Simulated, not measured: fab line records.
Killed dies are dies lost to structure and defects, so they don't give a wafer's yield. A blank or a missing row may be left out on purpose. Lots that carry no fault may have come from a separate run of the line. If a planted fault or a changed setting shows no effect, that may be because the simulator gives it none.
Split-lot trial | flow n5-finfet | 39 wafers read from 7 lots, route of 1938 steps

## THE SPLIT ITSELF
At N5_DUMMY_GATE_ETCH_37 (etches SOC in N2/H2, target depth 60 nm, overetch 30 nm), the setting source-w was moved away from the recipe's 840 W on 9 of the 39 wafers read, by -16.2% to +7.9%. The other wafers ran this setting at the recipe's value.

The split's own step is where the reading is taken.

## THE READING
rf-vpp-V, in V, at N5_DUMMY_GATE_ETCH_37 (etches SOC in N2/H2, target depth 60 nm, overetch 30 nm). A value of 524 V with a standard deviation of 3 V is what fault-free wafers of this fab line usually give.

wafer  | tool, chamber at the split | source-w as run, W | against the recipe | rf-vpp-V, V | against lot-mates on the recipe
L074.1 | rie-diel-06, 1             | 840                | recipe             | 519         | -
L074.2 | rie-diel-06, 3             | 840                | recipe             | 520         | -
L074.3 | rie-diel-06, 0             | 840                | recipe             | 530         | -
L074.4 | rie-diel-06, 2             | 840                | recipe             | 523         | -
L074.5 | rie-diel-06, 1             | 840                | recipe             | 517         | -
L074.6 | rie-diel-06, 0             | 840                | recipe             | 528         | -
L080.1 | rie-diel-05, 3             | 840                | recipe             | 521         | -
L080.4 | rie-diel-05, 2             | 840                | recipe             | 527         | -
L080.5 | rie-diel-05, 0             | 840                | recipe             | 524         | -
L083.1 | rie-diel-02, 0             | 840                | recipe             | 525         | -
L083.2 | rie-diel-02, 3             | 719.1              | -14.4%             | 552         | +27
L083.3 | rie-diel-02, 2             | 719.1              | -14.4%             | 549         | +24
L083.4 | rie-diel-02, 1             | 840                | recipe             | 528         | -
L083.5 | rie-diel-02, 2             | 840                | recipe             | 522         | -
L083.6 | rie-diel-02, 1             | 719.1              | -14.4%             | 556         | +31
L086.1 | rie-diel-02, 0             | 840                | recipe             | 525         | -
L086.2 | rie-diel-02, 3             | 704                | -16.2%             | 556         | +32
L086.3 | rie-diel-02, 1             | 840                | recipe             | 526         | -
L086.4 | rie-diel-02, 2             | 840                | recipe             | 522         | -
L086.5 | rie-diel-02, 0             | 704                | -16.2%             | 559         | +35
L086.6 | rie-diel-02, 1             | 704                | -16.2%             | 560         | +36
L089.1 | rie-diel-02, 1             | 840                | recipe             | 528         | -
L089.2 | rie-diel-02, 3             | 840                | recipe             | 524         | -
L089.3 | rie-diel-02, 0             | 840                | recipe             | 525         | -
L089.4 | rie-diel-02, 2             | 840                | recipe             | 522         | -
L089.5 | rie-diel-02, 1             | 840                | recipe             | 526         | -
L089.6 | rie-diel-02, 2             | 840                | recipe             | 521         | -
L090.1 | rie-diel-06, 0             | 840                | recipe             | 527         | -
L090.2 | rie-diel-06, 3             | 840                | recipe             | 520         | -
L090.3 | rie-diel-06, 2             | 840                | recipe             | 521         | -
L090.4 | rie-diel-06, 1             | 906.2              | +7.9%              | 506         | -17
L090.5 | rie-diel-06, 2             | 906.2              | +7.9%              | 508         | -15
L090.6 | rie-diel-06, 3             | 906.2              | +7.9%              | 505         | -18
L096.1 | rie-diel-06, 0             | 840                | recipe             | 527         | -
L096.2 | rie-diel-06, 2             | 840                | recipe             | 519         | -
L096.3 | rie-diel-06, 1             | 840                | recipe             | 519         | -
L096.4 | rie-diel-06, 1             | 840                | recipe             | 519         | -
L096.5 | rie-diel-06, 0             | 840                | recipe             | 529         | -
L096.6 | rie-diel-06, 2             | 840                | recipe             | 521         | -

FIT RESULTS
A straight line over all 39 wafers: rf-vpp-V changes by -2.1 V for each +1% of source-w; r = -0.97; the points scatter about the line by 3.4 V.
The same after taking each lot's own level away (the mean of its wafers on the recipe; 39 wafers): -2.02 V for each +1%; r = -0.97; scatter 3.3 V.
Per that fit: largest source-w move, reading shift of 33 V.
From 522.3 to 525.0 V: that is the span of the lots' own levels, equal to 0.9 times the standard deviation above.
The two slopes are in agreement: the lot-to-lot level therefore moves the slope only a little.
Check: for one of the wafers moved furthest among these (-16.2%), held out of the fit, the line's prediction against its lot-mates is +32.9 V. It came out at +31.7 V against them.
Tool readings at the split's step, against how far the setting was moved: rf-vpp-V r = -0.97.

## THE FILE'S OWN FIT
rf-vpp-V changes by -2 V for each +1% of source-w, r = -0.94.
